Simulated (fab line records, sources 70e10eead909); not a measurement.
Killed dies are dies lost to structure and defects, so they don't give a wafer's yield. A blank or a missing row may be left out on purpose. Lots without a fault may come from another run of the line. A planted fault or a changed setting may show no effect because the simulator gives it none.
Chamber matching | flow nand_harc | NHARC_A_ONON_D1_DEP_33 on pecvd-01: 3 sister chambers
The step deposits SiO2, target thk 200 nm. 6 wafers are shown with their chamber, then 8 later ones without.

WAFERS WITH THEIR CHAMBER
wafer  | chamber | throttle_valve_pct (%) | heater_power_w (W)
L845.1 | 0       | 16.4                   | 501
L845.3 | 2       | 16.3                   | 492
L848.1 | 0       | 16.5                   | 401
L848.2 | 2       | 16.4                   | 591
L848.4 | 1       | 15.2                   | 611
L850.1 | 1       | 15.2                   | 622

WAFERS WITHOUT THEIR CHAMBER
wafer  | throttle_valve_pct (%) | heater_power_w (W)
L850.4 | 16.3                   | 471
L850.5 | 15.2                   | 626
L862.3 | 15.2                   | 530
L862.4 | 15.1                   | 566
L862.6 | 16.4                   | 511
L861.1 | 15.5                   | 403
L861.2 | 16.5                   | 509
L861.3 | 14.9                   | 629

WHICH CHAMBER EACH WENT THROUGH
wafer  | from the rows above     | in truth
L850.4 | can't be placed: 2 or 0 | 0
L850.5 | 1                       | 1
L862.3 | 1                       | 1
L862.4 | 1                       | 1
L862.6 | can't be placed: 2 or 0 | 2
L861.1 | 1                       | 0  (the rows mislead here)
L861.2 | can't be placed: 0 or 2 | 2
L861.3 | 1                       | 1
Placed correctly: 4 of 8. Can't be placed from these rows: 3 (the true chamber is among the candidates in 3). Placed wrongly: 1.
How it was worked out, from the rows above alone: a wafer's distance from a chamber is the root of the sum, over the readings, of the square of ((its reading less the chamber's mean) divided by the reading's scatter). The wafer belongs to the nearest chamber; if the next one is less than 2 further off, it can't be placed. A chamber's mean is the mean of its shown wafers. The scatter: the root of (the sum of the squares of (reading less its chamber's mean) over the shown wafers, divided by (wafers less chambers)).
